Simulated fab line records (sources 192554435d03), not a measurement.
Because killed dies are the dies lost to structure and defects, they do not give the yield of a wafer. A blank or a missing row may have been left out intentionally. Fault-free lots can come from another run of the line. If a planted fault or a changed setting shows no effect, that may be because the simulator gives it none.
Which tool did it? | flow n5_finfet | Sampling: 12 lots, 36 wafers, 3 of 1938 route steps

WHAT THE GAUGES READ, wafer by wafer
N5_BEOL_M0_SAQP_CD_MEAS_25: the cd target is 13.1 nm.
lot  | measured     | on        | cd_nm (nm)
L075 | day 5 21:37  | cd_sem-02 | 12.76 12.72 12.88
L077 | day 6 07:41  | cd_sem-01 | 12.81 12.88 12.57
L079 | day 6 20:23  | cd_sem-03 | 12.71 13.08 12.43
L081 | day 7 06:28  | cd_sem-01 | 12.99 13.12 12.54
L083 | day 7 17:14  | cd_sem-03 | 12.73 13.20 12.57
L085 | day 8 14:41  | cd_sem-02 | 12.61 12.85 13.29
L087 | day 8 16:44  | cd_sem-02 | 12.87 13.00 12.91
L089 | day 9 05:02  | cd_sem-01 | 12.69 12.73 12.96
L091 | day 9 18:07  | cd_sem-03 | 12.66 12.96 12.69
L093 | day 10 04:01 | cd_sem-03 | 12.84 12.88 12.96
L095 | day 11 00:20 | cd_sem-02 | 12.49 12.83 12.81
L096 | day 11 10:05 | cd_sem-01 | 12.49 12.84 12.98

WHAT TOOL EACH LOT RAN ON (gives the tool, then ch and the chambers of the sampled wafers, and finally the start)
lot  | N5_MOL_CONTACT_COAG_STRIP_49         | N5_BEOL_M0_SAQP_ILD_DEP_01
L075 | plasma_asher-01 ch 0,1, day 5 11:53  | pecvd-04 ch 0,1, day 5 18:40
L077 | plasma_asher-01 ch 0,1, day 5 22:13  | pecvd-03 ch 0,2, day 6 02:31
L079 | plasma_asher-02 ch 0,1, day 6 10:18  | pecvd-04 ch 1,2, day 6 14:50
L081 | plasma_asher-02 ch 0,1, day 6 21:35  | pecvd-04 ch 0,2, day 7 01:55
L083 | plasma_asher-01 ch 0,1, day 7 10:20  | pecvd-04 ch 1,2, day 7 14:38
L085 | plasma_asher-02 ch 0,1, day 8 05:39  | pecvd-03 ch 0,2, day 8 09:58
L087 | plasma_asher-02 ch 0,1, day 8 08:08  | pecvd-03 ch 0,2, day 8 12:58
L089 | plasma_asher-02 ch 0,1, day 8 21:37  | pecvd-03 ch 1,2, day 9 02:02
L091 | plasma_asher-02 ch 0,1, day 9 08:49  | pecvd-01 ch 0,2, day 9 14:42
L093 | plasma_asher-02 ch 0, day 9 20:52    | pecvd-03 ch 0,2, day 10 01:10
L095 | plasma_asher-02 ch 0,1, day 10 16:52 | pecvd-04 ch 0,1,2, day 10 21:10
L096 | plasma_asher-02 ch 0,1, day 11 01:56 | pecvd-01 ch 0,2, day 11 06:16
- N5_MOL_CONTACT_COAG_STRIP_49: strips in N2/H2, time 30 s.
- N5_BEOL_M0_SAQP_ILD_DEP_01: deposits SiOC from DEMS/O2, target thk 45.419 nm, time 8.7 s.

THE ANSWER, worked out from the rows above alone
Rule: the lots themselves supply what counts as usual. Put in order of their means at a reading, lots are off if they are a third of the lots or fewer, leave a main group of 4 or more, and stand apart from it by a gap of 3 or more times the standard deviation of the main group's means; of several such gaps the widest counts. Not used: any main group whose means are identical at the precision the tables above print for the reading. A lot without any number at a reading at which 4 lots or more have one is off too. Any other lot the step has rows for is counted as sound.
None of the lots is off at any reading shown; this tells nothing.

WHAT WAS PUT IN BY THE SIMULATOR
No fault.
